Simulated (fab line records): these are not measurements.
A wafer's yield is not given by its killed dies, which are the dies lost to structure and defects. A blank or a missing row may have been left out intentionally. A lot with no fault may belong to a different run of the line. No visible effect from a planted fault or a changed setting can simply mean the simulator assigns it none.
Which tool is to blame? | flow n5 finfet | 9 lots, 27 wafers sampled, at 6 steps of a route of 1938

## WHAT THE GAUGES SHOWED, per wafer
N5_BEOL_M1_RS_MEAS_58: measures by four-point-probe.
lot  | measured     | on            | M1_RS (ohm/sq)
L970 | day 6 13:29  | film metro-02 | 0.72 0.70 0.68
L981 | day 9 06:57  | film metro-02 | 0.69 0.67 0.64
L982 | day 9 15:51  | film metro-01 | 0.69 0.61 0.61
L984 | day 9 23:43  | film metro-02 | 0.69 0.66 0.65
L987 | day 10 19:34 | film metro-01 | 0.71 0.65 0.70
L989 | day 11 05:20 | film metro-01 | 0.63 0.63 0.64
L991 | day 11 16:54 | film metro-02 | 0.68 0.68 0.63
L992 | day 11 20:05 | film metro-01 | 0.68 0.64 0.65
L993 | day 12 14:10 | film metro-02 | 0.63 0.67 0.64

N5_BEOL_M2_THK_MEAS_01.
lot  | measured     | on            | M2_ILD_THK (nm)
L970 | day 6 13:38  | film metro-01 | 77.7 78.5 79.3
L981 | day 9 07:06  | film metro-01 | 78.0 124.5 79.5
L982 | day 9 16:00  | film metro-01 | 78.2 79.3 79.5
L984 | day 9 23:50  | film metro-02 | 77.9 77.6 78.9
L987 | day 10 19:41 | film metro-01 | 79.4 79.5 80.4
L989 | day 11 05:28 | film metro-01 | 78.0 79.4 80.6
L991 | day 11 17:02 | film metro-01 | 78.7 78.7 78.2
L992 | day 11 20:13 | film metro-02 | 78.7 78.2 79.7
L993 | day 12 14:18 | film metro-02 | 79.6 79.5 81.0

N5_BEOL_M4_RC_MEAS_101.
lot  | measured     | on        | DIBL_N (mV/V)  | DIBL_P (mV/V)  | IOFF_N (nA/um)    | IOFF_P (nA/um)    | ION_N (uA/um) | ION_P (uA/um) | SS_N (mV/dec)  | SS_P (mV/dec)  | VT_N (mV)         | VT_P (mV)
L970 | day 7 23:13  | prober-02 | 38.0 39.3 36.9 | 37.7 38.8 36.6 | 0.172 0.190 0.149 | 0.236 0.250 0.218 | 676 676 673   | 466 466 468   | 71.7 72.2 71.5 | 72.8 73.7 73.6 | 250.4 247.5 252.5 | -248 -247 -250
L981 | day 11 02:08 | prober-02 | 39.2 38.9      | 39.4 39.0      | 0.188 0.170       | 0.213 0.197       | 679 674       | 461 455       | 72.3 72.2      | 74.0 74.6      | 248.0 250.9       | -251 -254
L982 | day 11 04:09 | prober-01 | 35.7 37.9 36.0 | 35.4 37.3 35.4 | 0.134 0.174 0.140 | 0.212 0.239 0.210 | 666 681 675   | 469 465 468   | 70.7 72.1 71.0 | 72.5 73.1 72.9 | 251.2 249.5 249.9 | -249 -246 -249
L984 | day 11 20:25 | prober-02 | 36.8 36.1 36.4 | 37.4 36.8 36.4 | 0.157 0.154 0.155 | 0.227 0.219 0.219 | 668 678 678   | 458 468 469   | 72.0 71.6 70.4 | 74.0 73.4 73.7 | 251.6 250.2 251.5 | -247 -249 -249
L987 | day 12 06:28 | prober-02 | 35.3 36.1 35.7 | 34.2 35.6 35.5 | 0.112 0.127 0.127 | 0.167 0.185 0.185 | 653 663 666   | 454 462 462   | 71.0 71.2 71.4 | 72.3 73.1 73.3 | 253.4 254.9 253.7 | -255 -252 -252
L989 | day 13 00:58 | prober-02 | 36.2 35.5 36.5 | 36.9 36.7 37.8 | 0.150 0.149 0.161 | 0.209 0.202 0.225 | 667 673 674   | 461 465 464   | 72.2 71.7 72.0 | 73.3 73.1 73.4 | 252.9 250.4 252.8 | -251 -252 -250
L991 | day 12 22:23 | prober-01 | 35.9 34.7 35.5 | 35.8 34.1 34.8 | 0.153 0.133 0.139 | 0.224 0.208 0.221 | 681 670 662   | 465 466 465   | 71.5 70.7 71.4 | 73.0 73.3 73.3 | 249.2 252.9 250.5 | -249 -246 -246
L992 | day 13 13:08 | prober-01 | 35.8 34.8 37.9 | 38.6 37.1 40.1 | 0.164 0.143 0.199 | 0.217 0.193 0.236 | 677 677 686   | 454 461 458   | 71.6 70.9 73.0 | 73.5 73.4 74.4 | 248.1 252.1 248.2 | -249 -250 -249
L993 | day 13 16:08 | prober-02 | 37.0 36.4 36.7 | 36.3 36.3 36.4 | 0.169 0.166 0.173 | 0.218 0.213 0.222 | 677 682 680   | 459 464 464   | 72.2 71.4 72.0 | 72.9 74.0 73.8 | 249.2 247.6 247.2 | -251 -252 -249

## WHICH TOOL RAN EACH LOT (tool, then ch and the chambers of the sampled wafers, then the start)
lot  | N5_BEOL_M1_SPUTTER_88        | N5_BEOL_M1_PRE_CLEAN_60          | N5_BEOL_M2_ILD_DEP_00
L970 | pvd sputter-02, day 6 11:29  | cvd co-02 ch 0,2, day 6 13:11    | pecvd-02 ch 0,1, day 6 13:32
L981 | pvd sputter-01, day 9 04:59  | cvd co-01 ch 0,1, day 9 06:41    | pecvd-03 ch 0,2, day 9 07:01
L982 | pvd sputter-01, day 9 13:55  | cvd co-02 ch 0,1,2, day 9 15:37  | pecvd-04 ch 1,2, day 9 15:56
L984 | pvd sputter-01, day 9 21:47  | cvd co-02 ch 0,1,2, day 9 23:29  | pecvd-04 ch 1,2, day 9 23:46
L987 | pvd sputter-03, day 10 17:36 | cvd co-01 ch 0,1, day 10 19:20   | pecvd-02 ch 0,1,2, day 10 19:37
L989 | pvd sputter-01, day 11 03:23 | cvd co-01 ch 1,2, day 11 05:07   | pecvd-02 ch 1,2, day 11 05:23
L991 | pvd sputter-01, day 11 14:58 | cvd co-01 ch 0,1,2, day 11 16:40 | pecvd-04 ch 0,1,2, day 11 16:58
L992 | pvd sputter-03, day 11 18:05 | cvd co-02 ch 0,1, day 11 19:51   | pecvd-03 ch 0,2, day 11 20:09
L993 | pvd sputter-02, day 12 12:15 | cvd co-01 ch 0,2, day 12 13:57   | pecvd-03 ch 1,2, day 12 14:14
- N5_BEOL_M1_SPUTTER_88: material Cu, target thk 4.5 nm, time 8.29 s.
- N5_BEOL_M1_PRE_CLEAN_60: time 15 s.
- N5_BEOL_M2_ILD_DEP_00: deposits SiOC from DEMS/O2, target thk 79 nm, time 15.3 s.

## WHAT THE TOOLS THEMSELVES READ (means of the sampled wafers that have a number; where no wafer has one, the mark that the record gives instead)
N5_BEOL_M1_SPUTTER_88.
lot  | tool           | throttle valve pct (%)
L970 | pvd sputter-02 | 29.6
L981 | pvd sputter-01 | 29.7
L982 | pvd sputter-01 | 30.0
L984 | pvd sputter-01 | 30.0
L987 | pvd sputter-03 | 30.5
L989 | pvd sputter-01 | 29.8
L991 | pvd sputter-01 | 29.9
L992 | pvd sputter-03 | 30.3
L993 | pvd sputter-02 | 29.0

N5_BEOL_M1_PRE_CLEAN_60.
lot  | tool      | heater power outer w (W) | heater power w (W) | rf fwd power W (W)
L970 | cvd co-02 | 14                       | 80                 | 296.2
L981 | cvd co-01 | 38                       | 116                | 295.9
L982 | cvd co-02 | 19                       | 84                 | 296.8
L984 | cvd co-02 | 19                       | 84                 | 297.0
L987 | cvd co-01 | 40                       | 118                | 295.3
L989 | cvd co-01 | 34                       | 110                | 295.0
L991 | cvd co-01 | 33                       | 108                | 296.1
L992 | cvd co-02 | 20                       | 77                 | 297.4
L993 | cvd co-01 | 28                       | 97                 | 296.4

N5_BEOL_M2_ILD_DEP_00.
lot  | tool     | heater power outer w (W) | heater power w (W) | rf fwd power W (W) | showerhead plenum p Torr (Torr) | throttle valve pct (%)
L970 | pecvd-02 | 280                      | 471                | 493.3              | 5.701                           | 12.4
L981 | pecvd-03 | 251                      | 506                | 493.7              | 5.680                           | 11.5
L982 | pecvd-04 | 308                      | 564                | 497.1              | 5.683                           | 11.4
L984 | pecvd-04 | 299                      | 546                | 495.3              | 5.689                           | 11.3
L987 | pecvd-02 | 262                      | 453                | 494.0              | 5.689                           | 11.9
L989 | pecvd-02 | 225                      | 410                | 493.5              | 5.698                           | 12.1
L991 | pecvd-04 | 250                      | 472                | 493.8              | 5.693                           | 11.4
L992 | pecvd-03 | 250                      | 506                | 494.6              | 5.687                           | 11.6
L993 | pecvd-03 | 276                      | 490                | 494.4              | 5.700                           | 12.7

## THE ANSWER, worked out from the rows above alone
Rule: what is usual is taken from the lots themselves. The widest of any qualifying gaps counts: lots, ordered by their means at a reading, are off when they make up no more than a third of the lots, leave a main group of 4 or more, and stand apart from it by 3 or more times the standard deviation of that group's means. If all means in a main group match to the digits the tables above print for the reading, that group is not used. Also off: a lot with no number at a reading for which 4 or more lots have one. Where the step has rows for the other lots, those lots are counted as sound. Order of review: gauges by route order, followed by the tools' own readings, for which a lot's mean as printed above is used. At the first step where some lot is off, the reading lying furthest off is the one used; lots without a number count as furthest.
Off: L981, at N5_BEOL_M2_THK_MEAS_01 (M2_ILD_THK). For the main group the mean is 79.0 nm and the standard deviation 0.61.
If a tool, at a process step before that reading, ran all the lots that are off and no sound lot after the first of them, it fits. The gauges at N5_BEOL_M2_THK_MEAS_01 aren't tried: what is off there is off at N5_BEOL_M4_RC_MEAS_101 too, on other tools, and a gauge's error can't cause that. None of those tried fits.

## WHAT THE SIMULATOR HAD INSERTED
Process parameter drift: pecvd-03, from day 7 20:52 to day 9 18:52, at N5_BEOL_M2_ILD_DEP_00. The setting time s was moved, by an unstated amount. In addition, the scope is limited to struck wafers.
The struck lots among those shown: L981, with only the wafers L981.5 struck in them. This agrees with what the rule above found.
